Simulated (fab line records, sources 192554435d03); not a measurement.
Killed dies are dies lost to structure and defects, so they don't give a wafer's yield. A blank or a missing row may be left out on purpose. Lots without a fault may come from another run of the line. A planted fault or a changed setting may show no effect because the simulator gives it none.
A struck lot beside a sound one | flow n5_finfet | 19 steps out of a route of 1938
Sound: wafers L204.3, L204.5, L204.6. Struck: wafers L213.1, L213.3, L213.5. The cause comes at the end.
At each step with rows: each side's tool, then ch and its chambers, then its first start. Under that, the readings that differ: sound wafers | struck wafers | difference of the means | sigmas: that difference in standard deviations of wafers without a fault.
alike: readings whose means differ by less than 2 such deviations, and words and numbers that are the same on both sides. not compared: withheld readings, readings that some wafer has no value for, bounds like >300 that may hide the same value, and numbers for which the record gives no deviation and whose values overlap.
The two part at a step that has a row with sigmas, a row that says differs or no value, or rows on one side only. Numbers that don't overlap but have no deviation are shown without sigmas and don't part them. A reading that every wafer of one side lacks parts them only if that side has two wafers or more.

N5_PASSIVATION_STRIP_14: strips in O2.
  sound on rie_diel-05 ch 2,3, day 13 02:05; struck on rie_diel-03 ch 0,1, day 15 02:10
  reading                         | sound          | struck         | difference | sigmas
  oes_product_au (a.u.)           | 0.85 0.86 0.85 | 0.68 0.67 0.68 | -0.18      | -2
  showerhead_plenum_p_Torr (Torr) | 2.22 2.22 2.11 | 2.04 1.99 2.04 | -0.16      | -2
  alike: drypump_motor_current_A, rf_vpp_V, throttle_valve_pct
  not compared: rf_hours_counter_h
then, 3 steps without rows for these wafers: N5_PASSIVATION_ETCH_15 (etches SiCN in CF4/N2, target depth 75 nm, time 81.2 s); N5_PASSIVATION_STRIP_73 (strips in post etch residue remover, time 60 s); N5_PASSIVATION_SRD_17 (time 30 s, dry time 30 s).
N5_PASSIVATION_DEGAS_18: time 60 s.
  sound on pvd_sputter-03, day 13 02:45; struck on pvd_sputter-02, day 15 02:44
  alike: heater_power_w
N5_PASSIVATION_PRE_CLEAN_19:
  sound on pvd_sputter-03, day 13 02:47; struck on pvd_sputter-02, day 15 02:46
  alike: heater_power_w
N5_PASSIVATION_SPUTTER_20: material TaN, target thk 50 nm.
  sound on pvd_sputter-03, day 13 02:50; struck on pvd_sputter-02, day 15 02:49
  alike: throttle_valve_pct
N5_PASSIVATION_AL_DEP_21: deposits Al, target thk 2800 nm, time 170 s.
  sound on pvd_sputter-03, day 13 02:56; struck on pvd_sputter-02, day 15 02:55
  alike: throttle_valve_pct
then, 4 steps without rows for these wafers: N5_PASSIVATION_HMDS_23 (time 60 s); N5_PASSIVATION_COAT_24; N5_PASSIVATION_EBR_26; N5_PASSIVATION_SOFTBAKE_25 (time 90 s).
N5_PASSIVATION_EXPOSE_27: exposes mask PAD, defocus 0 nm.
  sound on krf_scanner-02 ch 0, day 13 03:14; struck on krf_scanner-02 ch 0, day 15 03:20
  reading              | sound             | struck            | difference | sigmas
  exposure_dose_mJ_cm2 | 32.31 32.31 32.33 | 33.47 33.48 33.46 | +1.15      | +37
  alike: mask
then, 3 steps without rows for these wafers: N5_PASSIVATION_PEB_28; N5_PASSIVATION_DEVELOP_29 (develop time 60 s); N5_PASSIVATION_HARDBAKE_31 (time 120 s).
N5_PASSIVATION_CD_MEAS_30: target cd 4000 nm.
  sound on cd_sem-01 ch 0, day 13 03:25; struck on cd_sem-01 ch 0, day 15 03:31
  reading    | sound                | struck               | difference | sigmas
  cd_nm (nm) | 4003.5 4001.0 4001.9 | 4007.4 4008.6 4008.2 | +5.9       | +3
N5_PASSIVATION_OVL_MEAS_63:
  sound on overlay-01 ch 0, day 13 03:26; struck on overlay-02 ch 0, day 15 03:32
  alike: PAD_OVL
then, 1 step without rows for these wafers: N5_PASSIVATION_PROBE_49.

WHERE THEY PART
First at N5_PASSIVATION_STRIP_14; last, within this record, at N5_PASSIVATION_CD_MEAS_30. Later steps at which nothing parts them and some readings are alike: N5_PASSIVATION_OVL_MEAS_63.

WHY: what the simulator had put in
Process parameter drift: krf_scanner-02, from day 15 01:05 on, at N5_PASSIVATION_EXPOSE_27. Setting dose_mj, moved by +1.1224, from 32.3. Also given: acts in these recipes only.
